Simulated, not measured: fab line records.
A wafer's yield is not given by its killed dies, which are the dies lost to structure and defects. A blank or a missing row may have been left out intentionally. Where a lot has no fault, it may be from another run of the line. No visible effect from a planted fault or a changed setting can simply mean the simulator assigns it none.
Matching of chambers + flow n5_finfet + N5_BEOL_M0_ETCH_128 on rie_diel-01 has 4 sister chambers
The step etches SiCN in CF4/N2, target depth 12 nm, overetch 5.1 nm, time 21.4 s. 8 wafers are shown with their chamber, then 8 later ones without.

## WAFERS, EACH WITH ITS CHAMBER
| wafer  | chamber | showerhead_plenum_p_Torr (Torr) | throttle_valve_pct (%) |
|--------|---------|---------------------------------|------------------------|
| L076.2 | 3       | 2.15                            | 14.98                  |
| L077.6 | 3       | 2.15                            | 14.99                  |
| L090.2 | 0       | 2.19                            | 15.93                  |
| L090.6 | 1       | 2.16                            | 15.13                  |
| L091.1 | 1       | 2.15                            | 15.15                  |
| L091.4 | 0       | 2.19                            | 15.94                  |
| L091.5 | 2       | 2.15                            | 15.39                  |
| L093.2 | 2       | 2.15                            | 15.38                  |

## WAFERS WITHOUT THEIR CHAMBER
| wafer  | showerhead_plenum_p_Torr (Torr) | throttle_valve_pct (%) |
|--------|---------------------------------|------------------------|
| L093.3 | 2.15                            | 15.14                  |
| L093.6 | 2.15                            | 15.40                  |
| L094.1 | 2.14                            | 15.04                  |
| L094.2 | 2.15                            | 15.14                  |
| L094.4 | 2.15                            | 15.14                  |
| L097.2 | 2.13                            | 15.06                  |
| L097.3 | 2.15                            | 15.40                  |
| L097.6 | 2.15                            | 15.17                  |

## WHICH CHAMBER EACH ONE RAN IN
| wafer  | from the rows above     | in truth |
|--------|-------------------------|----------|
| L093.3 | 1                       | 1        |
| L093.6 | 2                       | 2        |
| L094.1 | 3                       | 3        |
| L094.2 | 1                       | 1        |
| L094.4 | 1                       | 1        |
| L097.2 | can't be placed: 3 or 1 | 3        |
| L097.3 | 2                       | 2        |
| L097.6 | 1                       | 1        |
Correctly placed: 7 of 8. These rows do not allow placing 1 (true chamber among the candidates in 1). 0 placed wrongly.
How it was worked out, from the rows above alone: a wafer's distance from a chamber is the root of the sum, over the readings, of the square of ((its reading less the chamber's mean) divided by the reading's scatter). The wafer belongs to the nearest chamber; if the next one is less than 2 further off, it can't be placed. Each chamber's mean is taken over the wafers shown for it. The scatter is the square root of a quotient: the sum, over the shown wafers, of each reading's squared deviation from its chamber's mean, divided by wafers minus chambers.
